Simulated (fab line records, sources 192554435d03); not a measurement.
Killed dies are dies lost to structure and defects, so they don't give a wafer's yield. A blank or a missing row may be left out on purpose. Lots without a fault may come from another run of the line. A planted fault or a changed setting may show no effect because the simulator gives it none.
One fault seen from 2 desks | flow n5_finfet | each desk has only its own numbers; what lay behind them comes last

THE TOOL OWNER'S DESK: pecvd-03
The tool's own readings at N5_BEOL_M12_DEP_53 (deposits SiCN from 3MS/NH3, target thk 30 nm, time 10.5 s): means of the sampled wafers that have a number, for each lot that ran on this tool. A lot is out of limits, marked OUT, if its mean lies more than 4 standard deviations from the usual mean; the brackets give that distance.
Columns: A = showerhead_plenum_p_Torr at N5_BEOL_M12_DEP_53, usual 4.149 Torr; B = throttle_valve_pct at N5_BEOL_M12_DEP_53, usual 18.1 %
lot  | first seen here | A     | B
L138 | day 15 04:49    | 4.131 | 19.3
L137 | day 15 05:29    | 4.139 | 18.5
L139 | day 15 06:32    | 4.146 | 18.7
This desk's finding: nothing out of limits on any of the 3 lots.

THE METROLOGY DESK
What the gauges read, lot by lot, whatever tool the lot ran on: means of the sampled wafers that have a number. A lot is out of limits, marked OUT, if its mean lies more than 4 standard deviations from the usual mean; the brackets give that distance.
Columns: A = M12_THK at N5_BEOL_M12_THK_MEAS_50, usual 313 nm; B = M12_RS at N5_BEOL_M12_RS_MEAS_54, usual 0.0594 ohm/sq
lot  | first seen here | A   | B
L138 | day 15 04:45    | 320 | 0.0583
L137 | day 15 05:25    | 311 | 0.0602
L139 | day 15 06:27    | 319 | 0.0587
L145 | day 17 02:25    | 311 | 0.0600
L148 | day 18 05:44    | 312 | 0.0593
L149 | day 18 06:29    | 307 | 0.0598
This desk's finding: nothing out of limits on any of the 6 lots.

PUT TOGETHER
The tool owner's desk saw nothing out of limits.
The metrology desk saw nothing out of limits.

WHAT THE SIMULATOR HAD PUT IN
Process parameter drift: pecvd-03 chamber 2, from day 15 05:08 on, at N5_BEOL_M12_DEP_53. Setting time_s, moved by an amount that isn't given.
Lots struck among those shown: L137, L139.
